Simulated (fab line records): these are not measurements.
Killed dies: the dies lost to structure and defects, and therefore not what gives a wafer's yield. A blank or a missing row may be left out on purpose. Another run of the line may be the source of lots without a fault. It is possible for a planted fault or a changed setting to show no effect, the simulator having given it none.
Which tool did it? -- flow nand harc -- 24 lots with 72 wafers sampled at 3 steps, on a route of 1302 steps

## WHAT THE GAUGES READ, wafer by wafer
NHARC_P_M0_INSPECT_11.
lot,measured,on,raw defect count
L074,day 6 02:10,defect inspect-02,5 7 5
L075,day 6 20:20,defect inspect-01,4 2 4
L076,day 7 06:07,defect inspect-02,1 5 5
L077,day 7 08:37,defect inspect-01,2 3 2
L078,day 7 14:25,defect inspect-01,2 4 6
L079,day 8 05:27,defect inspect-02,0 2 1
L080,day 8 15:58,defect inspect-01,3 6 4
L081,day 8 21:16,defect inspect-01,5 8 3
L082,day 9 08:18,defect inspect-02,1 5 1
L083,day 9 21:50,defect inspect-01,11 5 1
L084,day 10 02:10,defect inspect-01,1 1 4
L085,day 10 14:35,defect inspect-02,5 5 6
L086,day 10 23:50,defect inspect-01,4 3 2
L087,day 11 11:01,defect inspect-01,5 3 3
L089,day 12 06:36,defect inspect-01,6 6 5
L088,day 12 07:37,defect inspect-01,6 3 4
L090,day 13 04:23,defect inspect-01,6 5 1
L091,day 13 08:04,defect inspect-01,8 2 2
L092,day 13 17:10,defect inspect-02,3 2 1
L094,day 14 10:12,defect inspect-01,3 6 5
L093,day 14 11:00,defect inspect-01,5 6 3
L095,day 15 06:45,defect inspect-01,3 5 4
L096,day 15 12:04,defect inspect-01,2 6 4
L097,day 16 01:25,defect inspect-02,3 1 6

NHARC_P_M2_INSPECT_11.
lot,measured,on,raw defect count
L074,day 6 10:55,defect inspect-01,3 8 6
L075,day 7 04:26,defect inspect-02,5 6 8
L076,day 7 14:04,defect inspect-02,5 8 3
L077,day 7 16:47,defect inspect-02,5 6 13
L078,day 7 23:21,defect inspect-02,5 0 7
L079,day 8 13:31,defect inspect-01,1 3 1
L080,day 9 00:25,defect inspect-01,1 2 2
L081,day 9 05:49,defect inspect-01,6 5 3
L082,day 9 16:34,defect inspect-01,4 4 7
L083,day 10 06:02,defect inspect-02,5 3 1
L084,day 10 10:40,defect inspect-02,2 3 3
L085,day 10 23:16,defect inspect-02,6 5 10
L086,day 11 08:13,defect inspect-02,4 3 3
L087,day 11 19:19,defect inspect-02,3 1 3
L089,day 12 16:02,defect inspect-02,2 7 8
L088,day 12 16:13,defect inspect-01,2 0 6
L090,day 13 12:35,defect inspect-02,9 9 6
L091,day 13 16:13,defect inspect-02,11 3 2
L092,day 14 01:58,defect inspect-02,4 3 3
L094,day 14 18:31,defect inspect-01,4 5 4
L093,day 14 19:31,defect inspect-01,5 8 4
L095,day 15 14:50,defect inspect-02,3 3 4
L096,day 15 21:12,defect inspect-01,3 4 3
L097,day 16 09:38,defect inspect-01,5 1 9

## TOOL THAT RAN EACH LOT (tool first, then ch and the chambers of the sampled wafers, then the start)
lot,NHARC_P_M1_STRIP_18
L074,"rie diel-03 ch 0,1,2, day 6 07:10"
L075,"rie diel-06 ch 1,2,3, day 7 00:44"
L076,"rie diel-03 ch 1,2,3, day 7 10:32"
L077,"rie diel-06 ch 0,1,3, day 7 13:04"
L078,"rie diel-03 ch 0,1, day 7 19:38"
L079,"rie diel-06 ch 0,2,3, day 8 09:51"
L080,"rie diel-13 ch 0,1,3, day 8 20:28"
L081,"rie diel-03 ch 0,1,2, day 9 02:02"
L082,"rie diel-13 ch 1,2,3, day 9 12:54"
L083,"rie diel-03 ch 2,3, day 10 02:19"
L084,"rie diel-06 ch 1,3, day 10 06:55"
L085,"rie diel-03 ch 1,2, day 10 19:09"
L086,"rie diel-06 ch 0,1,3, day 11 04:23"
L087,"rie diel-06 ch 0,2, day 11 15:26"
L089,"rie diel-06 ch 0,1, day 12 12:28"
L088,"rie diel-03 ch 0,2,3, day 12 12:30"
L090,"rie diel-03 ch 0,2, day 13 09:01"
L091,"rie diel-06 ch 1,2,3, day 13 12:39"
L092,"rie diel-03 ch 1,3, day 13 22:11"
L094,"rie diel-03 ch 1,2, day 14 14:49"
L093,"rie diel-06 ch 1,3, day 14 15:38"
L095,"rie diel-03 ch 1,2,3, day 15 11:11"
L096,"rie diel-03 ch 1,2, day 15 17:30"
L097,"rie diel-03 ch 0,1,2, day 16 05:55"
- NHARC_P_M1_STRIP_18: strips in N2/H2.

## WHAT THE TOOLS THEMSELVES READ (means of the sampled wafers that have a number; where no wafer has one, the mark that the record gives instead)
NHARC_P_M1_STRIP_18.
lot,tool,drypump motor current A (A),oes product au (a.u.),rf fwd power W (W),rf vpp V (V),showerhead plenum p Torr (Torr),throttle valve pct (%)
L074,rie diel-03,5.7,1.008,998,90.0,2.01,14.171
L075,rie diel-06,5.6,1.001,997,90.1,2.11,14.167
L076,rie diel-03,6.0,1.008,996,90.6,2.10,14.166
L077,rie diel-06,5.6,1.006,995,90.7,2.04,14.175
L078,rie diel-03,5.8,1.003,998,90.0,1.93,14.171
L079,rie diel-06,5.4,0.998,994,90.7,2.06,14.176
L080,rie diel-13,5.8,0.994,997,91.7,2.07,14.172
L081,rie diel-03,5.7,1.000,998,89.9,2.01,14.170
L082,rie diel-13,5.6,1.003,994,90.9,2.04,14.176
L083,rie diel-03,6.0,1.005,995,91.8,2.18,14.174
L084,rie diel-06,5.8,0.990,996,90.4,2.08,14.170
L085,rie diel-03,5.9,1.010,1001,91.0,2.09,14.167
L086,rie diel-06,5.7,0.995,993,90.5,2.04,14.169
L087,rie diel-06,5.2,0.993,997,89.5,2.05,14.168
L089,rie diel-06,5.4,0.998,997,90.7,2.03,14.168
L088,rie diel-03,5.8,1.002,997,90.2,2.10,14.177
L090,rie diel-03,5.7,1.009,997,91.2,2.09,14.167
L091,rie diel-06,5.6,0.999,995,91.4,2.10,14.174
L092,rie diel-03,6.1,1.005,995,91.1,2.10,14.166
L094,rie diel-03,6.0,1.011,999,91.1,2.09,14.184
L093,rie diel-06,5.9,1.002,996,90.3,2.05,14.177
L095,rie diel-03,6.0,1.009,997,90.5,2.09,14.168
L096,rie diel-03,5.9,1.008,996,90.7,2.09,14.168
L097,rie diel-03,5.7,1.005,1000,90.2,2.01,14.166

## THE ANSWER, worked out from the rows above alone
Rule: the usual values come from the lots themselves. The widest of any qualifying gaps counts: lots, ordered by their means at a reading, are off when they make up no more than a third of the lots, leave a main group of 4 or more, and stand apart from it by 3 or more times the standard deviation of that group's means. Not used: any main group whose means are identical at the precision the tables above print for the reading. Also off: a lot with no number at a reading for which 4 or more lots have one. All remaining lots with rows at the step are treated as sound. Order of review: gauges by route order, followed by the tools' own readings, for which a lot's mean as printed above is used. At the first step where some lot is off, the reading lying furthest off is the one used; lots without a number count as furthest.
No lot is off on any of the readings shown, so nothing can be concluded from this.

## WHAT HAD BEEN PUT IN BY THE SIMULATOR
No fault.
